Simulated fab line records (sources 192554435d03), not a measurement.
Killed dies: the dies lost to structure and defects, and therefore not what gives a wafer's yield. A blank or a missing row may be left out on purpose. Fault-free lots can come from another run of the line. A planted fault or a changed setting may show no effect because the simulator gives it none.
Chamber matching ; flow n5Finfet ; N5_BEOL_M10_CURE_71 on uvCure-03: 3 sister chambers
The step cures SiCOH lowk, time 240 s. 6 wafers are shown with their chamber, then 12 later ones without.

WAFERS WITH THEIR CHAMBER
wafer;chamber;wafer_temp_C_max;lampPowerPct (%)
L081.5;1;388.7;52.26
L081.6;1;388.9;52.30
L085.3;0;386.8;52.30
L085.4;0;386.5;52.30
L089.4;2;386.8;52.31
L089.6;2;388.5;52.35

WAFERS WHOSE CHAMBER IS MISSING
wafer;wafer_temp_C_max;lampPowerPct (%)
L090.2;386.6;52.32
L090.4;386.6;52.42
L090.5;386.3;52.22
L093.1;389.1;52.29
L093.3;387.6;52.37
L093.4;388.1;52.33
L094.2;386.9;52.35
L094.3;386.6;52.26
L094.5;386.7;52.40
L096.4;387.8;52.30
L096.5;387.9;52.39
L096.6;388.1;52.18

CHAMBER TAKEN BY EACH
wafer;from the rows above;in truth
L090.2;can't be placed: 0 or 2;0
L090.4;can't be placed: 2 or 0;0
L090.5;can't be placed: 0 or 1 or 2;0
L093.1;1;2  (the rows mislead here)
L093.3;can't be placed: 2 or 0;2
L093.4;can't be placed: 2 or 1 or 0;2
L094.2;can't be placed: 2 or 0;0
L094.3;can't be placed: 0 or 1 or 2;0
L094.5;can't be placed: 2 or 0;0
L096.4;can't be placed: 2 or 0 or 1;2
L096.5;can't be placed: 2 or 0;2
L096.6;can't be placed: 1 or 0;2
Correct placement for 0 of the 12. These rows do not allow placing 11 (true chamber among the candidates in 10). Wrongly placed: 1.
How it was worked out, from the rows above alone: a wafer's distance from a chamber is the root of the sum, over the readings, of the square of ((its reading less the chamber's mean) divided by the reading's scatter). If the next closest chamber is less than 2 further off than the closest, the wafer can't be placed; otherwise it belongs to the closest. Each chamber's mean is taken over the wafers shown for it. The scatter: take each reading less its chamber's mean, square it, sum over the shown wafers, divide by the number of wafers less the number of chambers, and take the root.
